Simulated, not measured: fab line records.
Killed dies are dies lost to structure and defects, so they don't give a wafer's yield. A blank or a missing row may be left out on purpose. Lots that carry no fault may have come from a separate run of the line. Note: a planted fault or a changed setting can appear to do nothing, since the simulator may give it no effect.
Chamber matching || flow n5_finfet || cvd_co-01 running N5_BEOL_M4_CO_CAP_55: 3 sister chambers
The step material Co, precursor CCTBA/H2, target thk 2 nm, time 102.1 s. 3 wafers are shown with their chamber, then 12 later ones without.

WAFERS PAIRED WITH THEIR CHAMBERS
{"wafer": "L092.3", "chamber": 1, "heater_power_w (W)": 215}
{"wafer": "L092.4", "chamber": 2, "heater_power_w (W)": 252}
{"wafer": "L092.5", "chamber": 0, "heater_power_w (W)": 251}

WAFERS WHOSE CHAMBER IS MISSING
{"wafer": "L094.1", "heater_power_w (W)": 253}
{"wafer": "L094.2", "heater_power_w (W)": 253}
{"wafer": "L094.6", "heater_power_w (W)": 256}
{"wafer": "L095.2", "heater_power_w (W)": 214}
{"wafer": "L095.3", "heater_power_w (W)": 258}
{"wafer": "L095.6", "heater_power_w (W)": 259}
{"wafer": "L096.1", "heater_power_w (W)": 211}
{"wafer": "L096.2", "heater_power_w (W)": 252}
{"wafer": "L096.4", "heater_power_w (W)": 259}
{"wafer": "L097.1", "heater_power_w (W)": 246}
{"wafer": "L097.2", "heater_power_w (W)": 261}
{"wafer": "L097.4", "heater_power_w (W)": 253}

EACH ONE'S CHAMBER
{"wafer": "L094.1", "from the rows above": "can't be placed: 2 or 0", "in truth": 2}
{"wafer": "L094.2", "from the rows above": "can't be placed: 2 or 0", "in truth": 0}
{"wafer": "L094.6", "from the rows above": "can't be placed: 2 or 0", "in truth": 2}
{"wafer": "L095.2", "from the rows above": 1, "in truth": 1}
{"wafer": "L095.3", "from the rows above": "can't be placed: 2 or 0", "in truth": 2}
{"wafer": "L095.6", "from the rows above": "can't be placed: 2 or 0", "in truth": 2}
{"wafer": "L096.1", "from the rows above": 1, "in truth": 1}
{"wafer": "L096.2", "from the rows above": "can't be placed: 2 or 0", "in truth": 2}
{"wafer": "L096.4", "from the rows above": "can't be placed: 2 or 0", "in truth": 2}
{"wafer": "L097.1", "from the rows above": "can't be placed: 0 or 2", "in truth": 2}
{"wafer": "L097.2", "from the rows above": "can't be placed: 2 or 0", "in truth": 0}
{"wafer": "L097.4", "from the rows above": "can't be placed: 2 or 0", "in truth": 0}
Correct placement for 2 of the 12. Cannot be placed on the basis of these rows: 10; the candidates contain the true chamber in 10. Placed wrongly: 0.
How it was worked out, from the rows above alone: a wafer's distance from a chamber is the root of the sum, over the readings, of the square of ((its reading less the chamber's mean) divided by the reading's scatter). The wafer belongs to the nearest chamber; if the next one is less than 2 further off, it can't be placed. Each chamber's mean is taken over the wafers shown for it. The scatter (one wafer shown for each chamber): square how far every hidden wafer sits from the nearest shown wafer, average those squares and take the square root.
